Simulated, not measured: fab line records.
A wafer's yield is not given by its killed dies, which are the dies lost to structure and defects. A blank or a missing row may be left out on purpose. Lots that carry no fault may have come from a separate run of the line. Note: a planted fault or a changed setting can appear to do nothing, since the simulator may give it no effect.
The tool behind it: which one?	flow nand_harc	72 wafers from 24 lots sampled at 6 of the route's 1302 steps

== WHAT THE GAUGES SHOWED, per wafer ==
The record lacks any reading of a measuring or inspecting step that a usual standard deviation could be used to judge.

== WHICH TOOL RAN EACH LOT (tool, then ch and the chambers of the sampled wafers, then the start) ==
lot	NHARC_A_STAIRCASE_ETCH_451	NHARC_A_STAIRCASE_DEP_280	NHARC_A_STAIRCASE_ETCH_294	NHARC_A_STAIRCASE_ETCH_453	NHARC_A_STAIRCASE_DEP_417	NHARC_A_STAIRCASE_CMP_450
L074	rie_diel-03 ch 1,2, day 17 00:13 or earlier	pecvd-03 ch 0,1, day 17 00:13	rie_diel-03 ch 1,2,3, day 17 10:43 or earlier	rie_diel-03 ch 0,1,2, day 17 10:43 or earlier	pecvd-02 ch 1,2, day 17 10:43	cmp-01 ch 1,2,3, day 19 00:32
L075	rie_diel-10 ch 0,1,3, day 17 19:18 or earlier	pecvd-02 ch 0,2, day 17 19:18	rie_diel-07 ch 2,3, day 18 06:15 or earlier	rie_diel-03 ch 0,2, day 18 06:15 or earlier	pecvd-01 ch 0,2, day 18 06:15	cmp-02 ch 2,3, day 20 00:26
L076	rie_diel-07 ch 0,2,3, day 18 04:44 or earlier	pecvd-01 ch 0,1,2, day 18 04:44	rie_diel-10 ch 0,1,3, day 18 16:50 or earlier	rie_diel-10 ch 0,1, day 18 16:50 or earlier	pecvd-01 ch 0,1, day 18 16:50	cmp-03 ch 0,1,2, day 20 14:35
L078	rie_diel-03 ch 0,2,3, day 18 10:39 or earlier	pecvd-03 ch 1,2, day 18 10:39	rie_diel-07 ch 0,2,3, day 18 22:41 or earlier	rie_diel-03 ch 0,2, day 18 22:41 or earlier	pecvd-02 ch 0,1,2, day 18 22:41	cmp-01 ch 0,2, day 20 15:32
L077	rie_diel-03 ch 0,2,3, day 18 11:58 or earlier	pecvd-03 ch 0,1,2, day 18 11:58	rie_diel-03 ch 0,2,3, day 19 01:51 or earlier	rie_diel-03 ch 2,3, day 19 01:51 or earlier	pecvd-03 ch 0,1,2, day 19 01:51	cmp-01 ch 0,3, day 20 20:07
L079	rie_diel-07 ch 1,2, day 19 02:34 or earlier	pecvd-02 ch 0,1, day 19 02:34	rie_diel-07 ch 2,3, day 19 12:44 or earlier	rie_diel-07 ch 2,3, day 19 12:44 or earlier	pecvd-03 ch 0,1,2, day 19 12:44	cmp-01 ch 0,2,3, day 21 07:02
L080	rie_diel-03 ch 0,1,2, day 19 11:54 or earlier	pecvd-01 ch 1,2, day 19 11:54	rie_diel-07 ch 0,1,3, day 20 00:44 or earlier	rie_diel-07 ch 0,1, day 20 00:44 or earlier	pecvd-01 ch 0,1,2, day 20 00:44	cmp-01 ch 2,3, day 21 18:03
L081	rie_diel-07 ch 1,2,3, day 19 23:32 or earlier	pecvd-02 ch 0,1, day 19 23:32	rie_diel-07 ch 1,2,3, day 20 12:58 or earlier	rie_diel-10 ch 1,2,3, day 20 12:58 or earlier	pecvd-03 ch 1,2, day 20 12:58	cmp-01 ch 1,2,3, day 22 11:41
L082	rie_diel-03 ch 1,2,3, day 19 23:29 or earlier	pecvd-03 ch 0,1, day 19 23:29	rie_diel-07 ch 0,1,2, day 20 12:47 or earlier	rie_diel-07 ch 1,2,3, day 20 12:47 or earlier	pecvd-02 ch 1,2, day 20 12:47	cmp-03 ch 0,2,3, day 22 11:42
L084	rie_diel-03 ch 2,3, day 20 10:44 or earlier	pecvd-01 ch 0,1,2, day 20 10:44	rie_diel-07 ch 0,2,3, day 20 23:44 or earlier	rie_diel-10 ch 0,1,3, day 20 23:44 or earlier	pecvd-02 ch 1,2, day 20 23:44	cmp-03 ch 0,1,3, day 22 22:21
L083	rie_diel-07 ch 0,2,3, day 20 17:46 or earlier	pecvd-02 ch 0,1, day 20 17:46	rie_diel-03 ch 2,3, day 21 03:47 or earlier	rie_diel-03 ch 0,2,3, day 21 03:47 or earlier	pecvd-03 ch 0,2, day 21 03:47	cmp-02 ch 1,2,3, day 22 21:46
L085	rie_diel-10 ch 0,1,3, day 21 16:26 or earlier	pecvd-02 ch 0,1,2, day 21 16:26	rie_diel-10 ch 0,2, day 22 04:20 or earlier	rie_diel-07 ch 0,2, day 22 04:20 or earlier	pecvd-01 ch 0,2, day 22 04:20	cmp-01 ch 0,2, day 24 00:08
L087	rie_diel-03 ch 1,3, day 21 21:13 or earlier	pecvd-02 ch 0,2, day 21 21:13	rie_diel-03 ch 0,1,3, day 22 07:45 or earlier	rie_diel-10 ch 0,1,2, day 22 07:45 or earlier	pecvd-01 ch 0,2, day 22 07:45	cmp-02 ch 0,3, day 24 00:07
L086	rie_diel-10 ch 2,3, day 21 22:11 or earlier	pecvd-03 ch 1,2, day 21 22:11	rie_diel-10 ch 0,3, day 22 09:24 or earlier	rie_diel-10 ch 1,3, day 22 09:24 or earlier	pecvd-01 ch 1,2, day 22 09:24	cmp-01 ch 0,1, day 23 23:49
L088	rie_diel-10 ch 1,2,3, day 22 08:14 or earlier	pecvd-01 ch 0,1,2, day 22 08:14	rie_diel-10 ch 1,2,3, day 22 18:31 or earlier	rie_diel-07 ch 0,1,3, day 22 18:31 or earlier	pecvd-01 ch 0,1,2, day 22 18:31	cmp-03 ch 1,2,3, day 24 11:49
L089	rie_diel-07 ch 0,1,3, day 22 10:05 or earlier	pecvd-02 ch 0,1, day 22 10:05	rie_diel-03 ch 0,2,3, day 22 20:15 or earlier	rie_diel-03 ch 0,1,2, day 22 20:15 or earlier	pecvd-01 ch 1,2, day 22 20:15	cmp-02 ch 1,2,3, day 24 12:01
L090	rie_diel-03 ch 0,1, day 23 04:52 or earlier	pecvd-02 ch 1,2, day 23 04:52	rie_diel-03 ch 1,2,3, day 23 15:49 or earlier	rie_diel-07 ch 0,1,2, day 23 15:49 or earlier	pecvd-01 ch 0,1,2, day 23 15:49	cmp-02 ch 0,2,3, day 25 07:54
L092	rie_diel-10 ch 0,2, day 23 16:48 or earlier	pecvd-02 ch 0,1, day 23 16:48	rie_diel-07 ch 0,3, day 24 07:04 or earlier	rie_diel-07 ch 0,1,3, day 24 07:04 or earlier	pecvd-01 ch 0,1, day 24 07:04	cmp-03 ch 0,1,2, day 26 09:04
L091	rie_diel-03 ch 0,2,3, day 23 18:01 or earlier	pecvd-03 ch 0,2, day 23 18:01	rie_diel-10 ch 0,3, day 24 09:21 or earlier	rie_diel-03 ch 1,2,3, day 24 09:21 or earlier	pecvd-02 ch 1,2, day 24 09:21	cmp-02 ch 0,1, day 26 06:12
L093	rie_diel-10 ch 0,2,3, day 24 22:20 or earlier	pecvd-02 ch 0,1,2, day 24 22:20	rie_diel-03 ch 0,3, day 25 13:10 or earlier	rie_diel-03 ch 0,2,3, day 25 13:10 or earlier	pecvd-02 ch 0,1,2, day 25 13:10	cmp-01 ch 0,3, day 27 06:46
L094	rie_diel-07 ch 1,2,3, day 25 11:38 or earlier	pecvd-01 ch 1,2, day 25 11:38	rie_diel-07 ch 1,3, day 25 23:01 or earlier	rie_diel-03 ch 0,1,2, day 25 23:01 or earlier	pecvd-03 ch 0,2, day 25 23:01	cmp-02 ch 0,2, day 27 17:02
L095	rie_diel-03 ch 0,3, day 25 12:59 or earlier	pecvd-01 ch 0,1,2, day 25 12:59	rie_diel-03 ch 0,1, day 26 00:34 or earlier	rie_diel-07 ch 0,2,3, day 26 00:34 or earlier	pecvd-01 ch 0,1, day 26 00:34	cmp-01 ch 1,2, day 27 17:14
L096	rie_diel-10 ch 2,3, day 25 15:15 or earlier	pecvd-02 ch 1,2, day 25 15:15	rie_diel-03 ch 1,3, day 26 01:44 or earlier	rie_diel-03 ch 0,1,3, day 26 01:44 or earlier	pecvd-01 ch 1,2, day 26 01:44	cmp-02 ch 1,2, day 27 17:24
L097	rie_diel-07 ch 0,2,3, day 25 22:23 or earlier	pecvd-01 ch 0,1,2, day 25 22:23	rie_diel-07 ch 0,2,3, day 26 08:55 or earlier	rie_diel-07 ch 0,1, day 26 08:55 or earlier	pecvd-01 ch 0,1, day 26 08:55	cmp-01 ch 1,2, day 28 04:12
- NHARC_A_STAIRCASE_ETCH_451: etches the open film in CF4/O2, target depth 30 nm, overetch 3 nm, time 16.5 s.
- NHARC_A_STAIRCASE_DEP_280: deposits SiON, target thk 30 nm.
- NHARC_A_STAIRCASE_ETCH_294: etches the open film in C4F8/O2/Ar, target depth 4989 nm, time 1211.6 s.
- NHARC_A_STAIRCASE_ETCH_453: etches the open film in CF4/O2, target depth 30 nm, overetch 3 nm, time 16.5 s.
- NHARC_A_STAIRCASE_DEP_417: deposits Si3N4, target thk 60 nm.
- NHARC_A_STAIRCASE_CMP_450: polishes SiO2, target thk 200 nm.

== AS READ BY THE TOOLS THEMSELVES (means over the sampled wafers that have a number; for cases with no such wafer, the mark the record gives instead) ==
NHARC_A_STAIRCASE_ETCH_451. Usual: cf4_flow_sccm 80.06 sccm, standard deviation 0.23; drypump_motor_current_A 5.8 A, standard deviation 0.53; oes_product_au 1.002 a.u., standard deviation 0.0094; rf_vpp_V 197.6 V, standard deviation 1.6; showerhead_plenum_p_Torr 1.32 Torr, standard deviation 0.062; throttle_valve_pct 13.398 %, standard deviation 0.0092.
lot	tool	cf4_flow_sccm (sccm)	drypump_motor_current_A (A)	oes_product_au (a.u.)	rf_vpp_V (V)	showerhead_plenum_p_Torr (Torr)	throttle_valve_pct (%)	flag
L074	rie_diel-03	80.24	5.9	0.999	197.1	1.29	13.403	
L075	rie_diel-10	80.01	5.5	0.991	198.1	1.32	13.400	
L076	rie_diel-07	80.31	6.0	1.005	197.2	1.30	13.401	
L078	rie_diel-03	80.18	5.6	1.001	197.5	1.31	13.405	
L077	rie_diel-03	79.97	5.6	1.001	197.5	1.31	13.403	
L079	rie_diel-07	79.91	6.1	1.009	197.9	1.33	13.394	
L080	rie_diel-03	80.05	5.9	0.998	197.0	1.30	13.396	
L081	rie_diel-07	79.83	6.1	1.000	197.7	1.33	13.393	
L082	rie_diel-03	79.95	5.6	1.001	196.7	1.30	13.394	
L084	rie_diel-03	79.96	5.3	0.999	196.3	1.31	13.401	
L083	rie_diel-07	79.76	5.9	0.991	197.4	1.30	13.396	
L085	rie_diel-10	80.15	5.5	1.006	198.0	1.32	13.402	
L087	rie_diel-03	80.11	5.7	1.012	197.5	1.33	13.400	
L086	rie_diel-10	79.97	5.1	0.996	198.2	1.37	13.394	
L088	rie_diel-10	79.90	5.7	1.002	198.9	1.34	13.395	
L089	rie_diel-07	80.35	6.0	1.008	197.2	1.33	13.397	
L090	rie_diel-03	79.96	6.3	0.994	197.8	1.33	13.398	
L092	rie_diel-10	79.99	6.0	0.993	198.7	1.39	13.397	
L091	rie_diel-03	79.93	5.6	1.000	197.4	1.31	13.393	
L093	rie_diel-10	80.02	5.4	1.002	198.6	1.36	13.396	
L094	rie_diel-07	80.03	6.1	1.008	197.2	1.33	13.406	
L095	rie_diel-03	79.98	5.7	1.003	195.7	1.26	13.402	
L096	rie_diel-10	80.16	5.1	1.000	197.9	1.36	13.391	
L097	rie_diel-07	80.04	6.0	0.998	196.3	1.29	13.398	

NHARC_A_STAIRCASE_DEP_280. Usual: heater_power_w 790 W, standard deviation 100.
lot	tool	heater_power_w (W)	flag
L074	pecvd-03	757	
L075	pecvd-02	751	
L076	pecvd-01	720	
L078	pecvd-03	756	
L077	pecvd-03	796	
L079	pecvd-02	762	
L080	pecvd-01	736	
L081	pecvd-02	838	
L082	pecvd-03	701	
L084	pecvd-01	732	
L083	pecvd-02	843	
L085	pecvd-02	857	
L087	pecvd-02	891	
L086	pecvd-03	732	
L088	pecvd-01	694	
L089	pecvd-02	783	
L090	pecvd-02	969	
L092	pecvd-02	822	
L091	pecvd-03	752	
L093	pecvd-02	886	
L094	pecvd-01	676	
L095	pecvd-01	708	
L096	pecvd-02	910	
L097	pecvd-01	711	

NHARC_A_STAIRCASE_ETCH_294. Usual: oes_product_au 0.934 a.u., standard deviation 0.01; rf_vpp_V 1825 V, standard deviation 12.
lot	tool	oes_product_au (a.u.)	rf_vpp_V (V)	flag
L074	rie_diel-03	0.931	1820	
L075	rie_diel-07	0.930	1821	
L076	rie_diel-10	0.921	1824	
L078	rie_diel-07	0.944	1819	
L077	rie_diel-03	0.923	1823	
L079	rie_diel-07	0.930	1827	
L080	rie_diel-07	0.939	1827	
L081	rie_diel-07	0.928	1826	
L082	rie_diel-07	0.934	1819	
L084	rie_diel-07	0.930	1819	
L083	rie_diel-03	0.947	1830	
L085	rie_diel-10	0.945	1833	
L087	rie_diel-03	0.921	1825	
L086	rie_diel-10	0.930	1828	
L088	rie_diel-10	0.927	1829	
L089	rie_diel-03	0.950	1823	
L090	rie_diel-03	0.933	1831	
L092	rie_diel-07	0.942	1827	
L091	rie_diel-10	0.924	1827	
L093	rie_diel-03	0.931	1814	
L094	rie_diel-07	0.936	1831	
L095	rie_diel-03	0.934	1825	
L096	rie_diel-03	0.943	1824	
L097	rie_diel-07	0.935	1818	

NHARC_A_STAIRCASE_ETCH_453. Usual: cf4_flow_sccm 79.99 sccm, standard deviation 0.23; drypump_motor_current_A 5.8 A, standard deviation 0.49; oes_product_au 1.001 a.u., standard deviation 0.0095; rf_vpp_V 197.6 V, standard deviation 1.5; showerhead_plenum_p_Torr 1.32 Torr, standard deviation 0.064; throttle_valve_pct 13.396 %, standard deviation 0.0087.
lot	tool	cf4_flow_sccm (sccm)	drypump_motor_current_A (A)	oes_product_au (a.u.)	rf_vpp_V (V)	showerhead_plenum_p_Torr (Torr)	throttle_valve_pct (%)	flag
L074	rie_diel-03	80.05	5.9	0.994	197.8	1.31	13.408	
L075	rie_diel-03	79.95	5.9	0.990	197.2	1.32	13.401	
L076	rie_diel-10	80.12	5.8	1.010	197.6	1.32	13.394	
L078	rie_diel-03	80.08	5.6	0.991	198.8	1.35	13.399	
L077	rie_diel-03	79.83	5.3	0.988	198.1	1.35	13.399	
L079	rie_diel-07	79.91	6.1	0.988	196.8	1.30	13.388	
L080	rie_diel-07	80.18	5.9	1.003	197.3	1.33	13.396	
L081	rie_diel-10	79.72	5.7	1.008	198.1	1.35	13.408	
L082	rie_diel-07	79.97	6.1	0.994	197.6	1.33	13.399	
L084	rie_diel-10	79.99	5.5	1.001	197.6	1.32	13.404	
L083	rie_diel-03	79.90	5.6	1.000	198.0	1.31	13.383	
L085	rie_diel-07	80.00	5.7	0.999	196.7	1.25	13.389	
L087	rie_diel-10	79.92	6.0	1.011	197.6	1.34	13.396	
L086	rie_diel-10	79.77	5.3	0.997	196.8	1.32	13.393	
L088	rie_diel-07	79.74	6.0	0.996	197.0	1.33	13.392	
L089	rie_diel-03	79.80	5.9	0.999	198.6	1.37	13.394	
L090	rie_diel-07	80.12	5.9	1.003	197.3	1.29	13.390	
L092	rie_diel-07	80.04	6.0	1.013	197.4	1.33	13.397	
L091	rie_diel-03	80.03	5.6	1.004	198.0	1.36	13.389	
L093	rie_diel-03	80.23	5.6	1.007	197.0	1.30	13.400	
L094	rie_diel-03	80.21	5.9	1.000	198.1	1.36	13.390	
L095	rie_diel-07	80.12	5.9	0.999	196.7	1.29	13.393	
L096	rie_diel-03	79.99	5.9	0.997	198.0	1.32	13.392	
L097	rie_diel-07	79.69	5.7	1.000	197.2	1.28	13.396	

NHARC_A_STAIRCASE_DEP_417. Usual: heater_power_w 717 W, standard deviation 90.
lot	tool	heater_power_w (W)	flag
L074	pecvd-02	832	
L075	pecvd-01	683	
L076	pecvd-01	629	
L078	pecvd-02	762	
L077	pecvd-03	657	
L079	pecvd-03	737	
L080	pecvd-01	702	
L081	pecvd-03	754	
L082	pecvd-02	912	
L084	pecvd-02	886	
L083	pecvd-03	720	
L085	pecvd-01	702	
L087	pecvd-01	608	
L086	pecvd-01	744	
L088	pecvd-01	663	
L089	pecvd-01	704	
L090	pecvd-01	672	
L092	pecvd-01	647	
L091	pecvd-02	903	
L093	pecvd-02	842	
L094	pecvd-03	693	
L095	pecvd-01	666	
L096	pecvd-01	740	
L097	pecvd-01	646	

NHARC_A_STAIRCASE_CMP_450. Usual: motor_current_A 11.9 A, standard deviation 0.82.
lot	tool	motor_current_A (A)	flag
L074	cmp-01	11.5	
L075	cmp-02	11.7	
L076	cmp-03	11.8	
L078	cmp-01	11.0	
L077	cmp-01	12.0	
L079	cmp-01	11.5	
L080	cmp-01	11.4	
L081	cmp-01	11.5	
L082	cmp-03	12.9	
L084	cmp-03	13.5	
L083	cmp-02	12.1	
L085	cmp-01	11.2	
L087	cmp-02	12.2	
L086	cmp-01	11.3	
L088	cmp-03	12.4	
L089	cmp-02	12.2	
L090	cmp-02	11.8	
L092	cmp-03	12.3	
L091	cmp-02	12.0	
L093	cmp-01	11.7	
L094	cmp-02	11.6	
L095	cmp-01	10.8	
L096	cmp-02	11.3	
L097	cmp-01	11.0	

== THE ANSWER, worked out from the rows above alone ==
Rule: take the mean of a lot's wafers that have a number; if it is more than 3 standard deviations from the usual mean, the lot is off. A lot without any number at a reading at which 4 lots or more have one is off too. Where the step has rows for the other lots, those lots are counted as sound. First the gauges in route order, then the tools' own readings, where a lot's mean is used as printed above. At the first step where some lot is off, the reading lying furthest off is the one used; lots without a number count as furthest.
No lot is off at any reading shown: from this, nothing can be told.

== WHAT THE SIMULATOR HAD INSERTED ==
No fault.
